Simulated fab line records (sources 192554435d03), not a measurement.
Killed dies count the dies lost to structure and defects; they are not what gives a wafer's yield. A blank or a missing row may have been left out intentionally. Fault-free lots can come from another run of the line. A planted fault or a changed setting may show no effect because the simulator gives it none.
One fault through the eyes of 2 desks | flow n5_finfet | each desk has only its own numbers; what lay behind them comes last

## THE METROLOGY DESK
Lot by lot, what the gauges showed, no matter which tool ran the lot: averages of those sampled wafers that carry a number. Marked OUT: a lot whose mean sits more than 4 standard deviations from the usual mean, which makes it out of limits; the brackets give that distance. Only the readings that lie furthest out on some lot appear, 7 of the 10 it has.
Columns: A = DIBL_N at N5_BEOL_M4_RC_MEAS_101, usual 35.9 mV/V; B = DIBL_P at N5_BEOL_M4_RC_MEAS_101, usual 35.9 mV/V; C = IOFF_P at N5_BEOL_M4_RC_MEAS_101, usual 0.205 nA/um; D = ION_N at N5_BEOL_M4_RC_MEAS_101, usual 675 uA/um; E = ION_P at N5_BEOL_M4_RC_MEAS_101, usual 463 uA/um; F = SS_N at N5_BEOL_M4_RC_MEAS_101, usual 71.4 mV/dec; G = VT_P at N5_BEOL_M4_RC_MEAS_101, usual -250.2 mV
lot  | first seen here | A    | B    | C     | D   | E   | F    | G
L482 | day 10 09:34    | 36.0 | 35.2 | 0.205 | 679 | 465 | 71.1 | -249.6
L486 | day 10 20:22    | 36.0 | 35.3 | 0.225 | 674 | 471 | 72.0 | -246.5
L487 | day 11 16:17    | 34.9 | 34.0 | 0.187 | 674 | 459 | 70.8 | -251.6
L488 | day 11 18:17    | 34.9 | 35.1 | 0.170 | 671 | 458 | 71.0 | -254.9
L493 | day 13 14:56    | 33.8 | 35.1 | 0.183 | 666 | 455 | 71.2 | -251.8
This desk's finding: nothing out of limits on any of the 5 lots.

## FOR THE TOOL OWNER'S DESK: rie_diel-01
The tool's own readings at N5_BEOL_M1_VIA_ETCH_34 (etches the open film in C4F6/O2, target depth 67.8 nm, time 64.4 s): means of the sampled wafers that have a number, for each lot that ran on this tool. Marked OUT: a lot whose mean sits more than 4 standard deviations from the usual mean, which makes it out of limits; the brackets give that distance.
Columns: A = C4F6_flow_sccm at N5_BEOL_M1_VIA_ETCH_34, usual 10.004 sccm; B = drypump_motor_current_A at N5_BEOL_M1_VIA_ETCH_34, usual 5.7 A; C = oes_product_au at N5_BEOL_M1_VIA_ETCH_34, usual 0.81 a.u.; D = rf_vpp_V at N5_BEOL_M1_VIA_ETCH_34, usual 664 V; E = showerhead_plenum_p_Torr at N5_BEOL_M1_VIA_ETCH_34, usual 2.82 Torr; F = throttle_valve_pct at N5_BEOL_M1_VIA_ETCH_34, usual 30.59 %
lot  | first seen here | A     | B   | C    | D   | E    | F
L482 | day 8 23:10     | 9.988 | 5.4 | 0.77 | 657 | 2.73 | 30.33
L486 | day 9 06:58     | 9.990 | 5.4 | 0.74 | 666 | 2.81 | 30.55
L487 | day 9 22:32     | 9.989 | 5.5 | 0.74 | 664 | 2.81 | 30.60
L488 | day 10 02:34    | 9.989 | 5.1 | 0.74 | 660 | 2.74 | 30.37
This desk's finding: nothing out of limits on any of the 4 lots.

## TAKEN TOGETHER
From the metrology desk's view, nothing was out of limits.
Nothing out of limits was seen by the tool owner's desk.

## WHAT HAD BEEN PUT IN BY THE SIMULATOR
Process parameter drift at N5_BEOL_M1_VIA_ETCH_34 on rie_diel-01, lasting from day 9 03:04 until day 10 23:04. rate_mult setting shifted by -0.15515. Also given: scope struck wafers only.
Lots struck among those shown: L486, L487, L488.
